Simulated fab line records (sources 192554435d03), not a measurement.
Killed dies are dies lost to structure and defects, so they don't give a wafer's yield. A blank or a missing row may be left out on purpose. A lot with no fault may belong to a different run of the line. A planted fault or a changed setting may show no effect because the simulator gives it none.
Matching of chambers / flow n5_finfet / rie_diel-01 running N5_SD_EPI_N_ETCH_34: 4 sister chambers
The step etches SiARC in CF4, target depth 45.5 nm, time 75.8 s. 4 wafers are shown with their chamber, then 7 later ones without.

## EACH WAFER AND ITS CHAMBER
wafer=L082.4; chamber=2; throttle_valve_pct (%)=15.80
wafer=L084.1; chamber=0; throttle_valve_pct (%)=15.87
wafer=L084.2; chamber=1; throttle_valve_pct (%)=15.77
wafer=L089.5; chamber=3; throttle_valve_pct (%)=15.52

## WAFERS WITH NO CHAMBER GIVEN
wafer=L089.6; throttle_valve_pct (%)=15.90
wafer=L096.1; throttle_valve_pct (%)=15.56
wafer=L096.2; throttle_valve_pct (%)=15.84
wafer=L096.6; throttle_valve_pct (%)=15.39
wafer=L097.1; throttle_valve_pct (%)=15.82
wafer=L097.3; throttle_valve_pct (%)=15.38
wafer=L097.5; throttle_valve_pct (%)=15.37

## WHICH CHAMBER EACH ONE RAN IN
wafer=L089.6; from the rows above=can't be placed: 0 or 2 or 1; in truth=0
wafer=L096.1; from the rows above=can't be placed: 3 or 1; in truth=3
wafer=L096.2; from the rows above=can't be placed: 0 or 2 or 1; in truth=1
wafer=L096.6; from the rows above=3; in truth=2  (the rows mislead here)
wafer=L097.1; from the rows above=can't be placed: 2 or 0 or 1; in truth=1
wafer=L097.3; from the rows above=3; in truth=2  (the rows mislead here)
wafer=L097.5; from the rows above=3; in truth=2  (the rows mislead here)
0 of 7 placed correctly. Can't be placed from these rows: 4 (the true chamber is among the candidates in 4). 3 placed wrongly.
How it was worked out, from the rows above alone: a wafer's distance from a chamber is the root of the sum, over the readings, of the square of ((its reading less the chamber's mean) divided by the reading's scatter). If the next closest chamber is less than 2 further off than the closest, the wafer can't be placed; otherwise it belongs to the closest. Each chamber's mean is taken over the wafers shown for it. The scatter: with one shown wafer a chamber, the root of the mean of the squares of how far each hidden wafer lies from its nearest shown one.
